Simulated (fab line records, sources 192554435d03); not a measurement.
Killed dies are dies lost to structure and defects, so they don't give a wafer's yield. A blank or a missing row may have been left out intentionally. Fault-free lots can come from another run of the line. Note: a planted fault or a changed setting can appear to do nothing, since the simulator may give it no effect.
fab line records	flow n5Finfet
record lots=6	wafers=18	lastDay=18
route steps=1938 shown BEOL_M11@1553
lots with no fault: from the same line, run without faults
startH: hours from the record's first day to the start of the lot's first wafer shown	waitH: hours elapsed since this lot's preceding step	" repeats the value in the row above	L1.1+2: a single row standing in for several wafers	- value missing, or start not given	* or withheld: withheld	< > ~ a bound
route shown NAME@n: NAME is a module with steps in the file, n the number in the route of the first one	usual: mean and standard deviation over wafers with no fault	same: alike in all rows	chamber/n: place in a boat	sites: per-site readings	_std_site: the values' standard deviation	_edge_site: outer sites' mean less inner sites'	radiusMm: for every site, how far away it sits from the centre of the wafer	mask NAME#n: copy n	behind: the tool/chamber that last shaped the wafer	hold: why the lot was held/for how many hours/how that ended	device: the transistor (n, p or np) that didn't switch	end of line: the tests these same wafers got at the end of their route	step lacking rows: just its recipe	killed: at the first sort, the dies lost to defects and structure; wafer yield is something else	map: a wafer's dies, marking killed ones x, the rest . and places with no die _
set.NAME: the setting the step ran with; set.NAME@STEP: the setting that earlier step ran with	model.NAME: the simulator's own value behind a step, which no gauge read
lots at some steps of the route; a table a step, a row a wafer
services: from which hour (startH, from the record's first day; less than 0 if before it) a tool's chamber was out of use, for how many hours, and why
## steps
# step N5_BEOL_M11_ETCH_61
# recipe chemistry=CF4	target=SiARC	targetDepthA=390	maskMaterial=CAR-ArF	timeS=65	ionEnergyEv=80	pressureMtorr=40	sourceW=545	biasW=36	Ar_flow_sccm=100	cf4FlowSccm=100	ends=cleared
# usual cf4FlowSccm=100.0/0.31	drypumpMotorCurrentA=5.6/0.48	etchRfOnTimeS=65.3/1.5	oesProductAu=0.66/0.075	rfVppV=184.1/1.1	showerheadPlenumPTorr=2.15/0.059	throttleValvePct=15.65/0.26
lot.wafer	tool	chamber	startH	waitH	cf4FlowSccm	drypumpMotorCurrentA	etchRfOnTimeS	oesProductAu	rfHoursCounterH	rfVppV	showerheadPlenumPTorr	throttleValvePct
L293.2	rieDiel-04	0	239.81	0.0	100.3	6.1	63.1	0.62	204	184.6	2.14	15.73
L293.3	"	2	"	"	100.3	6.5	63.6	0.58	249	181.6	2.03	15.66
L293.4	"	1	"	"	100.2	5.6	65.5	0.66	-	183.7	2.15	15.90
L297.1	rieDiel-05	3	263.58	0.0	100.9	5.8	65.0	0.63	187	183.9	2.12	15.74
L297.3	"	0	"	"	100.3	5.8	64.8	0.60	213	184.6	2.20	15.82
L297.4	"	3	"	"	100.1	5.9	65.2	0.62	-	183.5	2.12	15.73
L299.2	rieDiel-04	1	273.35	0.0	100.2	5.5	65.7	0.65	140	184.5	2.14	15.95
L299.3	"	2	"	"	100.1	6.5	63.8	0.86	1	184.8	2.28	15.16
L299.5	"	2	"	"	99.8	6.5	64.1	0.85	-	187.0	2.28	15.16
L306.2	rieDiel-05	3	341.28	0.0	100.0	5.8	65.1	0.61	211	184.0	2.11	15.79
L306.4	"	0	"	"	100.4	5.8	65.8	0.59	237	184.3	2.20	15.87
L306.6	"	2	"	"	100.2	5.3	66.5	0.58	-	183.3	2.11	15.60
L311.2	rieDiel-04	3	375.59	0.0	99.8	5.0	65.1	0.75	31	182.9	2.10	15.44
L311.3	"	0	"	"	100.2	6.1	63.4	0.60	250	183.4	2.12	15.83
L311.6	"	2	"	"	100.2	6.5	64.5	0.76	-	187.3	2.27	15.22
L315.2	rieDiel-04	2	399.12	0.0	99.6	6.6	65.2	0.74	46	185.9	2.27	15.23
L315.3	"	3	"	"	99.9	4.9	65.1	0.74	38	184.2	2.09	15.44
L315.4	"	1	"	"	100.3	5.5	66.0	0.61	-	183.3	2.13	16.02
# step N5_BEOL_M11_ETCH_62
# recipe chemistry=N2/H2	target=SOC	targetDepthA=1100	overetchA=220	maskMaterial=SiARC	tempC=40	timeS=165	ionEnergyEv=200	pressureMtorr=30	sourceW=840	biasW=150	n2FlowSccm=200	h2FlowSccm=200
# usual drypumpMotorCurrentA=5.6/0.47	oesProductAu=0.66/0.071	rfVppV=524.2/2.2	showerheadPlenumPTorr=2.55/0.075	throttleValvePct=17.86/0.25
lot.wafer	tool	chamber	startH	waitH	drypumpMotorCurrentA	oesProductAu	rfHoursCounterH	rfVppV	showerheadPlenumPTorr	throttleValvePct
L293.2	rieDiel-04	0	239.86	0.0	6.2	0.62	204	521.8	2.53	18.02
L293.3	"	2	"	"	6.5	0.57	250	519.2	2.40	18.01
L293.4	"	1	"	"	5.5	0.66	-	524.6	2.54	18.11
L297.1	rieDiel-05	3	263.63	0.0	5.9	0.62	187	524.0	2.53	18.13
L297.3	"	0	"	"	5.8	0.60	213	527.6	2.61	17.92
L297.4	"	3	"	"	5.9	0.62	-	522.6	2.53	18.14
L299.2	rieDiel-04	1	273.40	0.0	5.5	0.64	140	524.4	2.54	18.13
L299.3	"	2	"	"	6.5	0.84	1	528.5	2.72	17.53
L299.5	"	2	"	"	6.5	0.83	-	528.6	2.72	17.53
L306.2	rieDiel-05	3	341.33	0.0	5.8	0.61	211	522.8	2.52	18.18
L306.4	"	0	"	"	5.8	0.59	237	526.3	2.60	17.95
L306.6	"	2	"	"	5.3	0.59	-	524.9	2.50	17.77
L311.2	rieDiel-04	3	375.64	0.0	5.0	0.75	31	523.4	2.46	17.51
L311.3	"	0	"	"	6.2	0.59	250	522.5	2.51	18.11
L311.6	"	2	"	"	6.5	0.74	-	529.0	2.71	17.58
L315.2	rieDiel-04	2	399.17	0.0	6.5	0.73	46	527.7	2.70	17.60
L315.3	"	3	"	"	5.0	0.75	38	522.6	2.46	17.50
L315.4	"	1	"	"	5.5	0.62	-	523.3	2.52	18.19
# step N5_BEOL_M11_STRIP_68
# recipe chemistry=N2/H2	tempC=40	n2FlowSccm=200	h2FlowSccm=200	rfFrequencyHz=6e+07
# step N5_BEOL_M11_STRIP_67
# recipe chemistry=CF4	resist=SiARC	powerW=300	biasPowerW=75	pressureMtorr=50	cf4FlowSccm=150	rfFrequencyHz=6e+07
# usual cf4FlowSccm=150.0/0.43	drypumpMotorCurrentA=5.6/0.48	oesProductAu=0.78/0.084	rfVppV=271.3/1.4	showerheadPlenumPTorr=1.80/0.048	throttleValvePct=13.63/0.29
lot.wafer	tool	chamber	startH	waitH	cf4FlowSccm	drypumpMotorCurrentA	oesProductAu	rfHoursCounterH	rfVppV	showerheadPlenumPTorr	throttleValvePct
L293.2	rieDiel-04	0	240.01	0.0	149.6	6.2	0.72	204	269.8	1.79	13.71
L293.3	"	2	"	"	150.0	6.5	0.68	250	268.1	1.70	13.67
L293.4	"	1	"	"	150.3	5.6	0.77	-	271.2	1.80	13.89
L297.1	rieDiel-05	3	263.77	0.0	150.1	5.8	0.73	187	269.2	1.78	13.77
L297.3	"	0	"	"	149.8	5.8	0.71	213	271.9	1.85	13.86
L297.4	"	3	"	"	149.8	5.8	0.74	-	271.9	1.78	13.77
L299.2	rieDiel-04	1	273.54	0.0	149.4	5.5	0.77	140	271.0	1.80	13.93
L299.3	"	2	"	"	149.6	6.5	0.98	1	274.5	1.91	13.08
L299.5	"	2	"	"	150.2	6.5	0.98	-	274.0	1.91	13.05
L306.2	rieDiel-05	3	341.48	0.0	150.4	5.8	0.72	211	272.0	1.77	13.80
L306.4	"	0	"	"	149.9	5.8	0.70	237	271.4	1.84	13.89
L306.6	"	2	"	"	149.8	5.3	0.70	-	271.6	1.76	13.60
L311.2	rieDiel-04	3	375.79	0.0	149.7	5.0	0.88	31	271.2	1.75	13.35
L311.3	"	0	"	"	149.3	6.2	0.69	250	271.3	1.77	13.81
L311.6	"	2	"	"	150.0	6.5	0.89	-	272.0	1.90	13.16
L315.2	rieDiel-04	2	399.31	0.0	150.0	6.5	0.86	47	272.7	1.89	13.19
L315.3	"	3	"	"	150.5	4.9	0.87	38	270.9	1.75	13.37
L315.4	"	1	"	"	150.4	5.5	0.73	-	269.7	1.79	14.02
# step N5_BEOL_M11_HM_OPEN_17
# recipe chemistry=Cl2/BCl3	targetDepthA=200	overetchA=60	target=TiN	maskMaterial=SOC	ionEnergyEv=150	pressureMtorr=10	icpW=1000	biasW=126	Cl2_flow_sccm=53.25	bcl3FlowSccm=21.75	Ar_flow_sccm=25
# usual drypumpMotorCurrentA=5.7/0.39	oesProductAu=0.68/0.092	throttleValvePct=22.10/0.18
lot.wafer	tool	chamber	startH	waitH	drypumpMotorCurrentA	oesProductAu	rfHoursCounterH	throttleValvePct
L293.2	rieMetal-02	1	240.05	0.0	5.3	0.71	21	22.37
L293.3	"	0	"	"	5.8	0.58	-	21.97
L293.4	"	1	"	"	5.3	0.71	-	22.36
L297.1	rieMetal-01	0	263.82	0.0	5.3	0.79	3	21.87
L297.3	"	0	"	"	5.3	0.79	-	21.89
L297.4	"	1	"	"	6.3	0.55	-	22.10
L299.2	rieMetal-01	0	273.59	0.0	5.4	0.80	3	21.88
L299.3	"	1	"	"	6.3	0.55	-	22.07
L299.5	"	0	"	"	5.4	0.79	-	21.88
L306.2	rieMetal-01	0	341.55	0.1	5.3	0.74	-	21.90
L306.4	"	0	"	"	5.3	0.76	-	21.88
L306.6	"	0	"	"	5.3	0.75	-	21.88
L311.2	rieMetal-02	0	375.83	0.0	5.8	0.57	96	21.99
L311.3	"	0	"	"	5.8	0.57	-	21.99
L311.6	"	0	"	"	5.8	0.56	-	22.01
L315.2	rieMetal-03	0	399.36	0.0	6.2	0.63	56	22.31
L315.3	"	1	"	"	5.7	0.73	-	22.26
L315.4	"	0	"	"	6.2	0.63	-	22.31
# step N5_BEOL_M11_STRIP_19
# recipe chemistry=O2	powerW=400	tempC=40	pressureMtorr=30	rfFrequencyHz=6e+07	biasPowerW=0	overashFraction=0.2	o2FlowSccm=225
# usual drypumpMotorCurrentA=5.6/0.44	oesProductAu=0.78/0.094	rfVppV=3.7/0.59	showerheadPlenumPTorr=2.11/0.057	throttleValvePct=16.76/0.28
lot.wafer	tool	chamber	startH	waitH	drypumpMotorCurrentA	oesProductAu	rfHoursCounterH	rfVppV	showerheadPlenumPTorr	throttleValvePct
L293.2	rieDiel-04	2	240.20	0.1	6.5	0.68	250	2.8	1.98	16.69
L293.3	"	0	"	"	6.1	0.72	204	4.7	2.08	16.75
L293.4	"	0	"	"	6.2	0.72	-	4.2	2.08	16.76
L297.1	rieDiel-04	0	263.93	0.1	6.1	0.71	212	4.0	2.08	16.79
L297.3	"	3	"	"	5.0	0.98	3	4.3	2.07	16.52
L297.4	"	0	"	"	6.2	0.70	-	4.2	2.08	16.78
L299.2	rieDiel-05	3	273.70	0.1	5.8	0.72	192	2.8	2.08	16.82
L299.3	"	2	"	"	5.3	0.70	206	4.0	2.09	16.72
L299.5	"	3	"	"	5.8	0.73	-	4.4	2.08	16.83
L306.2	rieDiel-03	2	341.81	0.2	5.1	0.91	35	4.7	2.13	16.30
L306.4	"	3	"	"	5.6	0.72	207	3.6	2.17	17.13
L306.6	"	3	"	"	5.6	0.72	-	4.3	2.17	17.15
L311.2	rieDiel-03	1	376.23	0.4	5.1	0.72	210	3.9	2.10	16.94
L311.3	"	3	"	"	5.6	0.71	218	4.8	2.17	17.15
L311.6	"	3	"	"	5.6	0.72	-	4.6	2.17	17.16
L315.2	rieDiel-03	3	399.51	0.1	5.6	0.70	226	2.9	2.17	17.17
L315.3	"	0	"	"	5.4	0.79	124	3.9	2.02	16.77
L315.4	"	3	"	"	5.6	0.71	-	4.0	2.16	17.17
# step N5_BEOL_M11_CD_MEAS_18
# recipe pitchNm=140	targetCdNm=70
# usual cdNm=70.1/0.62
lot.wafer	tool	chamber	startH	waitH	cdNm
L293.2	cdSem-03	-	240.27	0.1	70.0
L293.3	"	-	"	"	70.1
L293.4	"	-	"	"	70.4
L297.1	cdSem-01	-	264.00	0.0	69.7
L297.3	"	-	"	"	70.3
L297.4	"	-	"	"	71.1
L299.2	cdSem-02	-	273.77	0.1	69.7
L299.3	"	-	"	"	70.1
L299.5	"	-	"	"	69.7
L306.2	cdSem-02	-	341.88	0.1	71.3
L306.4	"	-	"	"	69.5
L306.6	"	-	"	"	70.3
L311.2	cdSem-01	-	376.30	0.1	70.2
L311.3	"	-	"	"	69.6
L311.6	"	-	"	"	70.7
L315.2	cdSem-02	-	399.58	0.1	70.5
L315.3	"	-	"	"	69.7
L315.4	"	-	"	"	69.8
# step N5_BEOL_M11_COAT_63
# recipe resist=SOC	tempC=250	timeS=60	spinRpm=1500	resistThkNm=100
# step N5_BEOL_M11_COAT_64
# recipe resist=SiARC	tempC=220	timeS=60	spinRpm=1500	resistThkNm=30
# step N5_BEOL_M11_COAT_22
# recipe resist=CAR-ArF	spinRpm=1500	resistThkNm=90
# step N5_BEOL_M11_EBR_24
# recipe solvent=PGMEA	ebrWidthMm=1.5
# step N5_BEOL_M11_SOFTBAKE_23
# recipe tempC=110	timeS=60	resist=CAR-ArF
# step N5_BEOL_M11_EXPOSE_25
# recipe maskId=V10	na=1.35	sourceShape=annular	sigmaInner=0.5	sigmaOuter=0.8	polarization=unpolarized	doseMj=85.5
# usual exposureDoseMJCm2=85.43/0.076
lot.wafer	tool	chamber	startH	waitH	mask	exposureDoseMJCm2
L293.2	arfiScanner-01	0	242.40	-	V10#0	85.43
L293.3	"	0	"	"	V10#0	85.49
L293.4	"	0	"	"	V10#0	85.47
L297.1	arfiScanner-02	0	265.84	-	V10#0	85.42
L297.3	"	0	"	"	V10#0	85.58
L297.4	"	0	"	"	V10#0	85.57
L299.2	arfiScanner-03	0	275.17	-	V10#0	85.50
L299.3	"	0	"	"	V10#0	85.48
L299.5	"	0	"	"	V10#0	85.44
L306.2	arfiScanner-01	0	344.92	-	V10#0	90.19
L306.4	"	0	"	"	V10#0	90.29
L306.6	"	0	"	"	V10#0	90.17
L311.2	arfiScanner-01	0	378.44	-	V10#0	89.20
L311.3	"	0	"	"	V10#0	89.13
L311.6	"	0	"	"	V10#0	89.23
L315.2	arfiScanner-03	0	399.92	-	V10#0	85.39
L315.3	"	0	"	"	V10#0	85.30
L315.4	"	0	"	"	V10#0	85.33
# step N5_BEOL_M11_PEB_26
# recipe pebTempC=withheld	pebTimeS=60	resist=CAR-ArF
# step N5_BEOL_M11_DEVELOP_27
# recipe developTimeS=30	developer=TMAH	resist=CAR-ArF	rinseLiquid=diw	dry=airSpin	devTempC=23
# step N5_BEOL_M11_CD_MEAS_28
# recipe targetCdNm=70	landingEnergyEv=500	detector=seInlens	polarity=opening
# usual cdNm=70.4/0.94
lot.wafer	tool	chamber	startH	waitH	cdNm
L293.2	cdSem-02	0	242.52	-	69.6
L293.3	"	0	"	"	69.7
L293.4	"	0	"	"	69.7
L297.1	cdSem-01	0	265.97	-	71.1
L297.3	"	0	"	"	71.0
L297.4	"	0	"	"	71.7
L299.2	cdSem-01	0	275.30	-	70.6
L299.3	"	0	"	"	69.1
L299.5	"	0	"	"	71.2
L306.2	cdSem-02	0	345.05	-	74.2
L306.4	"	0	"	"	76.4
L306.6	"	0	"	"	76.4
L311.2	cdSem-03	0	378.57	-	73.7
L311.3	"	0	"	"	74.2
L311.6	"	0	"	"	74.3
L315.2	cdSem-01	0	400.04	-	70.8
L315.3	"	0	"	"	70.6
L315.4	"	0	"	"	69.3
# step N5_BEOL_M11_OVL_MEAS_29
# recipe pointsPerWafer=44
# usual V10_OVL=0.3/0.77
lot.wafer	tool	chamber	startH	waitH	V10_OVL[nm]
L293.2	overlay-02	0	242.55	0.0	-0.4
L293.3	"	0	"	"	1.3
L293.4	"	0	"	"	0.5
L297.1	overlay-01	0	266.00	0.0	0.6
L297.3	"	0	"	"	0.9
L297.4	"	0	"	"	0.3
L299.2	overlay-02	0	275.35	0.0	0.9
L299.3	"	0	"	"	1.1
L299.5	"	0	"	"	0.5
L306.2	overlay-02	0	345.08	0.0	0.7
L306.4	"	0	"	"	2.4
L306.6	"	0	"	"	1.3
L311.2	overlay-02	0	378.60	0.0	0.5
L311.3	"	0	"	"	-0.8
L311.6	"	0	"	"	-0.3
L315.2	overlay-02	0	400.07	0.0	0.4
L315.3	"	0	"	"	0.1
L315.4	"	0	"	"	0.9
## services
tool	chamber	startH	hours	kind
arfiScanner-03	-	218.49	0.8	pm
arfiScanner-01	-	218.80	3.1	pm
arfiScanner-01	-	229.33	1.0	pm
arfiScanner-03	-	233.56	1.0	repair
rieDiel-03	1	238.76	4.5	repair
arfiScanner-01	-	262.27	1.3	pm
arfiScanner-01	-	266.20	0.5	repair
rieDiel-04	3	285.00	27.2	repair
rieMetal-02	1	294.58	2.0	repair
rieMetal-02	-	299.12	14.6	pm
rieDiel-04	0	322.48	6.7	repair
rieMetal-02	1	325.37	6.3	repair
arfiScanner-03	-	327.97	0.8	repair
arfiScanner-03	-	333.70	1.3	pm
rieDiel-04	-	351.21	1.5	repair
rieMetal-01	-	365.07	14.6	pm
rieDiel-05	1	366.16	8.4	repair
rieDiel-05	-	374.16	14.6	pm
arfiScanner-03	-	377.94	1.0	pm
rieDiel-04	3	378.16	8.3	repair
arfiScanner-01	-	387.77	1.3	pm
rieDiel-05	0	389.04	11.5	repair
rieDiel-03	1	396.85	17.9	repair
arfiScanner-01	-	398.33	1.0	pm
## key
firstSign step=N5_BEOL_M11_EXPOSE_25	reading=exposureDoseMJCm2	direction=up	sigmas=56	usual=85.43	struck=89.70
effect step=N5_BEOL_M11_CD_MEAS_28	reading=cdNm	direction=up	sigmas=4.8	usual=70.4	struck=74.9	through=controlLoop
metAt N5_BEOL_M11_EXPOSE_25
struckWafers L306.2,L306.4,L306.6,L311.2,L311.3,L311.6
loopTrim step=N5_BEOL_M11_EXPOSE_25	setting=dose	lots=L311
onsetBetween 242.40 344.92
earlierFault kind=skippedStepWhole	tool=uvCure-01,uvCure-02	chamber=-	onsetH=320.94	steps=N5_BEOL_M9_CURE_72	scope=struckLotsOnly
earlierFault kind=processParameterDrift	tool=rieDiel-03	chamber=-	onsetH=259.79	steps=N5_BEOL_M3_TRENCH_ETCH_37	channel=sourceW	offset=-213	shape=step	actsIn=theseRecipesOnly	stated=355
fault kind=processParameterDrift	tool=arfiScanner-01	chamber=-	onsetH=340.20	steps=N5_BEOL_M11_EXPOSE_25	channel=doseMj	offset=4.8175	shape=step	actsIn=theseRecipesOnly	stated=85.5
# loopTrim: a control loop set the setting to another value than it would have without faults
